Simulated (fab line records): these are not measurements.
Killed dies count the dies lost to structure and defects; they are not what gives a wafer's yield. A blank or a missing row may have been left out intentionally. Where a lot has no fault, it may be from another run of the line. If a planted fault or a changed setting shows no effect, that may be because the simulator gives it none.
The tool behind it: which one? || flow n5 finfet || 27 wafers from 9 lots sampled at 5 of the route's 1938 steps

== WHAT THE GAUGES SHOWED, per wafer ==
N5_MOL_CONTACT_COAG_CD_MEAS_08 targets a cd of 28 nm. Usual: cd nm reads 28.04 nm (standard deviation 0.24).
{"lot": "L583", "measured": "day 5 11:02", "on": "cd sem-03", "cd nm (nm)": "28.28 28.44 28.35", "flag": ""}
{"lot": "L585", "measured": "day 6 00:31", "on": "cd sem-03", "cd nm (nm)": "27.59 27.80 27.66", "flag": ""}
{"lot": "L587", "measured": "day 6 12:34", "on": "cd sem-02", "cd nm (nm)": "28.41 28.37 28.24", "flag": ""}
{"lot": "L586", "measured": "day 6 14:40", "on": "cd sem-02", "cd nm (nm)": "27.87 28.32 28.38", "flag": ""}
{"lot": "L598", "measured": "day 9 03:11", "on": "cd sem-02", "cd nm (nm)": "27.57 27.76 28.06", "flag": ""}
{"lot": "L599", "measured": "day 9 09:43", "on": "cd sem-02", "cd nm (nm)": "27.94 28.29 28.21", "flag": ""}
{"lot": "L600", "measured": "day 9 18:07", "on": "cd sem-03", "cd nm (nm)": "28.36 28.32 28.03", "flag": ""}
{"lot": "L601", "measured": "day 9 22:30", "on": "cd sem-02", "cd nm (nm)": "27.72 28.06 27.81", "flag": ""}
{"lot": "L602", "measured": "day 10 06:05", "on": "cd sem-01", "cd nm (nm)": "28.09 27.88 27.95", "flag": ""}

N5_MOL_CONTACT_COAG_INSPECT_10: inspects for defects (brightfield). Usual: raw defect count reads 68 (standard deviation 24).
{"lot": "L583", "measured": "day 5 11:07", "on": "defect inspect-02", "raw defect count": "128 80 95", "flag": ""}
{"lot": "L585", "measured": "day 6 00:37", "on": "defect inspect-02", "raw defect count": "61 59 48", "flag": ""}
{"lot": "L587", "measured": "day 6 12:39", "on": "defect inspect-02", "raw defect count": "80 61 93", "flag": ""}
{"lot": "L586", "measured": "day 6 14:46", "on": "defect inspect-01", "raw defect count": "118 96 88", "flag": ""}
{"lot": "L598", "measured": "day 9 03:16", "on": "defect inspect-01", "raw defect count": "45 52 42", "flag": ""}
{"lot": "L599", "measured": "day 9 09:49", "on": "defect inspect-01", "raw defect count": "49 62 62", "flag": ""}
{"lot": "L600", "measured": "day 9 18:12", "on": "defect inspect-02", "raw defect count": "59 60 89", "flag": ""}
{"lot": "L601", "measured": "day 9 22:35", "on": "defect inspect-01", "raw defect count": "66 94 50", "flag": ""}
{"lot": "L602", "measured": "day 10 06:10", "on": "defect inspect-01", "raw defect count": "98 66 93", "flag": ""}

N5_BEOL_M4_RC_MEAS_101. Usual: DIBL_N 35.8 mV/V, standard deviation 1.8; DIBL_P 35.9 mV/V, standard deviation 2.2; IOFF_N 0.16 nA/um, standard deviation 0.035; IOFF_P 0.21 nA/um, standard deviation 0.04; ION_N 672 uA/um, standard deviation 11; ION_P 461 uA/um, standard deviation 7.4; SS_N 71.4 mV/dec, standard deviation 0.64; SS_P 73.2 mV/dec, standard deviation 0.67; VT_N 250 mV, standard deviation 3.5; VT_P -251 mV, standard deviation 3.4.
{"lot": "L583", "measured": "day 8 15:26", "on": "prober-02", "DIBL_N (mV/V)": "36.6 32.9 34.7", "DIBL_P (mV/V)": "36.8 32.4 33.6", "IOFF_N (nA/um)": "0.18 0.12 0.14", "IOFF_P (nA/um)": "0.25 0.18 0.18", "ION_N (uA/um)": "683 659 665", "ION_P (uA/um)": "471 458 454", "SS_N (mV/dec)": "72.0 70.8 71.4", "SS_P (mV/dec)": "73.6 72.4 72.8", "VT_N (mV)": "245 255 249", "VT_P (mV)": "-246 -251 -250", "flag": ""}
{"lot": "L585", "measured": "day 9 08:31", "on": "prober-01", "DIBL_N (mV/V)": "35.9 35.0 36.8", "DIBL_P (mV/V)": "37.2 35.8 37.1", "IOFF_N (nA/um)": "0.16 0.14 0.17", "IOFF_P (nA/um)": "0.21 0.20 0.21", "ION_N (uA/um)": "671 669 675", "ION_P (uA/um)": "464 459 464", "SS_N (mV/dec)": "72.0 71.6 71.9", "SS_P (mV/dec)": "73.4 72.8 73.3", "VT_N (mV)": "250 252 250", "VT_P (mV)": "-250 -254 -249", "flag": ""}
{"lot": "L587", "measured": "day 9 17:13", "on": "prober-01", "DIBL_N (mV/V)": "36.0 39.2 38.9", "DIBL_P (mV/V)": "35.7 39.2 39.0", "IOFF_N (nA/um)": "0.15 0.21 0.20", "IOFF_P (nA/um)": "0.20 0.27 0.25", "ION_N (uA/um)": "665 683 676", "ION_P (uA/um)": "462 468 470", "SS_N (mV/dec)": "71.5 72.0 72.2", "SS_P (mV/dec)": "72.8 74.2 73.1", "VT_N (mV)": "254 251 248", "VT_P (mV)": "-250 -248 -250", "flag": ""}
{"lot": "L586", "measured": "day 10 00:50", "on": "prober-01", "DIBL_N (mV/V)": "38.6 36.7 35.0", "DIBL_P (mV/V)": "40.7 37.9 36.7", "IOFF_N (nA/um)": "0.21 0.17 0.13", "IOFF_P (nA/um)": "0.24 0.19 0.17", "ION_N (uA/um)": "691 683 665", "ION_P (uA/um)": "467 459 451", "SS_N (mV/dec)": "72.3 72.1 71.1", "SS_P (mV/dec)": "73.7 72.5 72.8", "VT_N (mV)": "247 249 254", "VT_P (mV)": "-250 -251 -255", "flag": ""}
{"lot": "L598", "measured": "day 12 16:39", "on": "prober-01", "DIBL_N (mV/V)": "37.3 37.0 32.9", "DIBL_P (mV/V)": "36.3 35.8 31.6", "IOFF_N (nA/um)": "0.18 0.16 0.11", "IOFF_P (nA/um)": "0.21 0.20 0.15", "ION_N (uA/um)": "672 682 661", "ION_P (uA/um)": "458 464 456", "SS_N (mV/dec)": "72.0 70.6 70.9", "SS_P (mV/dec)": "73.2 73.4 72.5", "VT_N (mV)": "248 249 252", "VT_P (mV)": "-251 -251 -256", "flag": ""}
{"lot": "L599", "measured": "day 12 20:54", "on": "prober-01", "DIBL_N (mV/V)": "37.0 37.4 36.3", "DIBL_P (mV/V)": "36.5 37.5 36.1", "IOFF_N (nA/um)": "0.16 0.17 0.17", "IOFF_P (nA/um)": "0.22 0.26 0.22", "ION_N (uA/um)": "673 670 671", "ION_P (uA/um)": "455 462 463", "SS_N (mV/dec)": "71.6 71.8 71.5", "SS_P (mV/dec)": "73.1 74.1 73.4", "VT_N (mV)": "251 248 250", "VT_P (mV)": "-249 -245 -247", "flag": ""}
{"lot": "L600", "measured": "day 12 18:34", "on": "prober-02", "DIBL_N (mV/V)": "35.1 36.7 34.3", "DIBL_P (mV/V)": "36.4 38.3 35.3", "IOFF_N (nA/um)": "0.15 0.19 0.14", "IOFF_P (nA/um)": "0.23 0.26 0.21", "ION_N (uA/um)": "668 679 669", "ION_P (uA/um)": "461 472 466", "SS_N (mV/dec)": "71.7 72.2 71.8", "SS_P (mV/dec)": "73.3 72.9 72.9", "VT_N (mV)": "248 246 252", "VT_P (mV)": "-248 -245 -248", "flag": ""}
{"lot": "L601", "measured": "day 12 23:56", "on": "prober-01", "DIBL_N (mV/V)": "37.1 36.5 33.7", "DIBL_P (mV/V)": "37.8 36.8 32.5", "IOFF_N (nA/um)": "0.17 0.15 0.11", "IOFF_P (nA/um)": "0.21 0.20 0.15", "ION_N (uA/um)": "679 674 660", "ION_P (uA/um)": "458 468 454", "SS_N (mV/dec)": "72.1 71.4 70.9", "SS_P (mV/dec)": "74.1 73.9 72.8", "VT_N (mV)": "246 251 255", "VT_P (mV)": "-251 -255 -255", "flag": ""}
{"lot": "L602", "measured": "day 13 21:09", "on": "prober-02", "DIBL_N (mV/V)": "35.9 35.5 35.3", "DIBL_P (mV/V)": "34.6 34.3 33.3", "IOFF_N (nA/um)": "0.14 0.14 0.12", "IOFF_P (nA/um)": "0.20 0.20 0.19", "ION_N (uA/um)": "676 683 669", "ION_P (uA/um)": "467 466 464", "SS_N (mV/dec)": "70.8 71.0 70.5", "SS_P (mV/dec)": "73.0 72.3 72.7", "VT_N (mV)": "249 249 254", "VT_P (mV)": "-252 -251 -252", "flag": ""}

== WHAT TOOL EACH LOT RAN ON (gives the tool, then ch and the chambers of the sampled wafers, and finally the start) ==
{"lot": "L583", "N5_GATE_CUT_CMP_23": "cmp-01 ch 0,1,2, day 5 09:40", "N5_MOL_CONTACT_COAG_ETCH_15": "rie diel-04 ch 0,1,3, day 5 11:22"}
{"lot": "L585", "N5_GATE_CUT_CMP_23": "cmp-01 ch 0,2,3, day 5 23:08", "N5_MOL_CONTACT_COAG_ETCH_15": "rie diel-04 ch 0,3, day 6 01:14"}
{"lot": "L587", "N5_GATE_CUT_CMP_23": "cmp-01 ch 0,2,3, day 6 11:05", "N5_MOL_CONTACT_COAG_ETCH_15": "rie diel-04 ch 0,2, day 6 12:55"}
{"lot": "L586", "N5_GATE_CUT_CMP_23": "cmp-04 ch 0,2,3, day 6 12:56", "N5_MOL_CONTACT_COAG_ETCH_15": "rie diel-04 ch 1,2, day 6 15:05"}
{"lot": "L598", "N5_GATE_CUT_CMP_23": "cmp-04 ch 0,2,3, day 9 01:43", "N5_MOL_CONTACT_COAG_ETCH_15": "rie diel-05 ch 0,1,3, day 9 03:31"}
{"lot": "L599", "N5_GATE_CUT_CMP_23": "cmp-01 ch 0,1,3, day 9 08:20", "N5_MOL_CONTACT_COAG_ETCH_15": "rie diel-02 ch 0,2,3, day 9 10:06"}
{"lot": "L600", "N5_GATE_CUT_CMP_23": "cmp-01 ch 0,1,2, day 9 16:47", "N5_MOL_CONTACT_COAG_ETCH_15": "rie diel-02 ch 0,2,3, day 9 18:28"}
{"lot": "L601", "N5_GATE_CUT_CMP_23": "cmp-01 ch 1,2,3, day 9 21:10", "N5_MOL_CONTACT_COAG_ETCH_15": "rie diel-04 ch 0,1,3, day 9 22:50"}
{"lot": "L602", "N5_GATE_CUT_CMP_23": "cmp-02 ch 0,1,3, day 10 04:52", "N5_MOL_CONTACT_COAG_ETCH_15": "rie diel-04 ch 0,1,2, day 10 06:25"}
- N5_GATE_CUT_CMP_23: polishes, stops on SiO2, t overpolish 23.4 s, target thk 16 nm.
- N5_MOL_CONTACT_COAG_ETCH_15: etches SiNx in CH3F/O2, stops on Si:P, target depth 7 nm.

== WHAT THE TOOLS THEMSELVES READ (means of the sampled wafers that have a number; where no wafer has one, the mark that the record gives instead) ==
N5_GATE_CUT_CMP_23. Usual: motor current A 8.8 A, standard deviation 0.8; overpolish run s 23.401 s, standard deviation 0.0087; retaining ring pressure frac 0.999, standard deviation 0.0048; time to endpoint s 18.9 s, standard deviation 2.8.
{"lot": "L583", "tool": "cmp-01", "motor current A (A)": 9.0, "overpolish run s (s)": 23.404, "retaining ring pressure frac": 1.004, "time to endpoint s (s)": 13.2, "flag": ""}
{"lot": "L585", "tool": "cmp-01", "motor current A (A)": 9.3, "overpolish run s (s)": 23.405, "retaining ring pressure frac": 0.998, "time to endpoint s (s)": 17.7, "flag": ""}
{"lot": "L587", "tool": "cmp-01", "motor current A (A)": 9.1, "overpolish run s (s)": 23.407, "retaining ring pressure frac": 1.002, "time to endpoint s (s)": 18.4, "flag": ""}
{"lot": "L586", "tool": "cmp-04", "motor current A (A)": 9.6, "overpolish run s (s)": 23.399, "retaining ring pressure frac": 1.002, "time to endpoint s (s)": 17.7, "flag": ""}
{"lot": "L598", "tool": "cmp-04", "motor current A (A)": 9.4, "overpolish run s (s)": 23.396, "retaining ring pressure frac": 1.002, "time to endpoint s (s)": 18.8, "flag": ""}
{"lot": "L599", "tool": "cmp-01", "motor current A (A)": 8.7, "overpolish run s (s)": 23.397, "retaining ring pressure frac": 1.000, "time to endpoint s (s)": 20.4, "flag": ""}
{"lot": "L600", "tool": "cmp-01", "motor current A (A)": 8.8, "overpolish run s (s)": 23.400, "retaining ring pressure frac": 1.002, "time to endpoint s (s)": 16.6, "flag": ""}
{"lot": "L601", "tool": "cmp-01", "motor current A (A)": 9.5, "overpolish run s (s)": 23.408, "retaining ring pressure frac": 1.001, "time to endpoint s (s)": 19.6, "flag": ""}
{"lot": "L602", "tool": "cmp-02", "motor current A (A)": 8.0, "overpolish run s (s)": 23.406, "retaining ring pressure frac": 0.996, "time to endpoint s (s)": 20.0, "flag": ""}

N5_MOL_CONTACT_COAG_ETCH_15. Usual: chamber pressure mTorr 30.002 mTorr, standard deviation 0.029; drypump motor current A 5.6 A, standard deviation 0.39; oes_f_703_au 0.80 a.u., standard deviation 0.09; oes_o_777_au 0.80 a.u., standard deviation 0.087; oes product au 0.58 a.u., standard deviation 0.063; rf fwd power W 392.0 W, standard deviation 1.4; rf vpp V 297 V, standard deviation 5.3; showerhead plenum p Torr 2.03 Torr, standard deviation 0.066; throttle valve pct 16.21 %, standard deviation 0.2.
{"lot": "L583", "tool": "rie diel-04", "chamber pressure mTorr (mTorr)": 30.006, "drypump motor current A (A)": 5.4, "oes_f_703_au (a.u.)": 0.82, "oes_o_777_au (a.u.)": 0.82, "oes product au (a.u.)": 0.59, "rf fwd power W (W)": 392.1, "rf vpp V (V)": 297, "showerhead plenum p Torr (Torr)": 2.03, "throttle valve pct (%)": 16.12, "flag": ""}
{"lot": "L585", "tool": "rie diel-04", "chamber pressure mTorr (mTorr)": 29.986, "drypump motor current A (A)": 5.6, "oes_f_703_au (a.u.)": 0.82, "oes_o_777_au (a.u.)": 0.82, "oes product au (a.u.)": 0.61, "rf fwd power W (W)": 391.2, "rf vpp V (V)": 297, "showerhead plenum p Torr (Torr)": 2.04, "throttle valve pct (%)": 16.13, "flag": ""}
{"lot": "L587", "tool": "rie diel-04", "chamber pressure mTorr (mTorr)": 30.018, "drypump motor current A (A)": 5.8, "oes_f_703_au (a.u.)": 0.90, "oes_o_777_au (a.u.)": 0.86, "oes product au (a.u.)": 0.55, "rf fwd power W (W)": 438.9, "rf vpp V (V)": 278, "showerhead plenum p Torr (Torr)": 2.06, "throttle valve pct (%)": 16.39, "flag": "OFF"}
{"lot": "L586", "tool": "rie diel-04", "chamber pressure mTorr (mTorr)": 30.033, "drypump motor current A (A)": 5.6, "oes_f_703_au (a.u.)": 0.89, "oes_o_777_au (a.u.)": 0.85, "oes product au (a.u.)": 0.53, "rf fwd power W (W)": 439.8, "rf vpp V (V)": 276, "showerhead plenum p Torr (Torr)": 2.05, "throttle valve pct (%)": 16.41, "flag": "OFF"}
{"lot": "L598", "tool": "rie diel-05", "chamber pressure mTorr (mTorr)": 29.999, "drypump motor current A (A)": 5.6, "oes_f_703_au (a.u.)": 0.83, "oes_o_777_au (a.u.)": 0.84, "oes product au (a.u.)": 0.62, "rf fwd power W (W)": 391.2, "rf vpp V (V)": 301, "showerhead plenum p Torr (Torr)": 2.01, "throttle valve pct (%)": 16.16, "flag": ""}
{"lot": "L599", "tool": "rie diel-02", "chamber pressure mTorr (mTorr)": 29.983, "drypump motor current A (A)": 5.8, "oes_f_703_au (a.u.)": 0.80, "oes_o_777_au (a.u.)": 0.80, "oes product au (a.u.)": 0.59, "rf fwd power W (W)": 390.3, "rf vpp V (V)": 294, "showerhead plenum p Torr (Torr)": 1.96, "throttle valve pct (%)": 16.24, "flag": ""}
{"lot": "L600", "tool": "rie diel-02", "chamber pressure mTorr (mTorr)": 30.019, "drypump motor current A (A)": 5.8, "oes_f_703_au (a.u.)": 0.80, "oes_o_777_au (a.u.)": 0.81, "oes product au (a.u.)": 0.59, "rf fwd power W (W)": 390.8, "rf vpp V (V)": 294, "showerhead plenum p Torr (Torr)": 1.96, "throttle valve pct (%)": 16.25, "flag": ""}
{"lot": "L601", "tool": "rie diel-04", "chamber pressure mTorr (mTorr)": 30.003, "drypump motor current A (A)": 5.4, "oes_f_703_au (a.u.)": 0.85, "oes_o_777_au (a.u.)": 0.85, "oes product au (a.u.)": 0.62, "rf fwd power W (W)": 392.0, "rf vpp V (V)": 295, "showerhead plenum p Torr (Torr)": 2.02, "throttle valve pct (%)": 16.04, "flag": ""}
{"lot": "L602", "tool": "rie diel-04", "chamber pressure mTorr (mTorr)": 30.016, "drypump motor current A (A)": 5.7, "oes_f_703_au (a.u.)": 0.80, "oes_o_777_au (a.u.)": 0.80, "oes product au (a.u.)": 0.58, "rf fwd power W (W)": 392.5, "rf vpp V (V)": 292, "showerhead plenum p Torr (Torr)": 2.01, "throttle valve pct (%)": 16.20, "flag": ""}

== THE ANSWER, worked out from the rows above alone ==
Rule: a lot counts as off when the mean over its wafers that have a number is more than 3 standard deviations away from the usual mean. Also off: a lot with no number at a reading for which 4 or more lots have one. Any other lot the step has rows for is counted as sound. After the gauges, taken in route order, come the tools' own readings; for these a lot's mean is taken, as printed above. At the first step where some lot is off, the reading lying furthest off is the one used; lots without a number count as furthest.
Off: L587, L586 (N5_MOL_CONTACT_COAG_ETCH_15, rf fwd power W).
A tool fits if, at that step or a process step before it, it ran every lot that is off, and no sound lot after the first of them. Not one of the candidates tried fits.

== WHAT THE SIMULATOR HAD PUT IN ==
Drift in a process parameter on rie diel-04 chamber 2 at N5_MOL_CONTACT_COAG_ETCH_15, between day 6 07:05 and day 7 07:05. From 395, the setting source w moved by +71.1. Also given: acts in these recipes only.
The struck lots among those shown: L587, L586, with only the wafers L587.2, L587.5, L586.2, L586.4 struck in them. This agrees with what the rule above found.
